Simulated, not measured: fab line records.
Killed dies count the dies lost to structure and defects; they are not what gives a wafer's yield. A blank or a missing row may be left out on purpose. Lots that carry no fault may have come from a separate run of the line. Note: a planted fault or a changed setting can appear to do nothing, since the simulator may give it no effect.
Chamber matching    flow n5_finfet    N5_ILD0_LINER_00 on ald_sin-01: 4 sister chambers
The step material SiNx, target thk 4 nm, pulse time 1 s, purge time 2 s. 4 wafers are shown with their chamber, then 8 later ones without.

== EACH WAFER AND ITS CHAMBER ==
wafer   chamber  heater_power_w (W)
L086.1  0        712
L086.2  1        884
L086.3  2        989
L086.4  3        854

== WAFERS WITHOUT THEIR CHAMBER ==
wafer   heater_power_w (W)
L086.5  961
L086.6  854
L093.1  706
L093.2  883
L093.3  964
L093.4  852
L093.5  955
L093.6  697

== CHAMBER TAKEN BY EACH ==
wafer   from the rows above      in truth
L086.5  2                        2
L086.6  can't be placed: 3 or 1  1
L093.1  0                        0
L093.2  can't be placed: 1 or 3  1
L093.3  2                        2
L093.4  can't be placed: 3 or 1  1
L093.5  can't be placed: 2 or 1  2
L093.6  0                        0
Correctly placed: 4 of 8. Not placeable from these rows: 4 (in 4, the candidates include the true chamber). Wrongly placed: 0.
How it was worked out, from the rows above alone: a wafer's distance from a chamber is the root of the sum, over the readings, of the square of ((its reading less the chamber's mean) divided by the reading's scatter). The wafer belongs to the nearest chamber; if the next one is less than 2 further off, it can't be placed. The mean given for a chamber averages the wafers shown for that chamber. The scatter: with one shown wafer a chamber, the root of the mean of the squares of how far each hidden wafer lies from its nearest shown one.
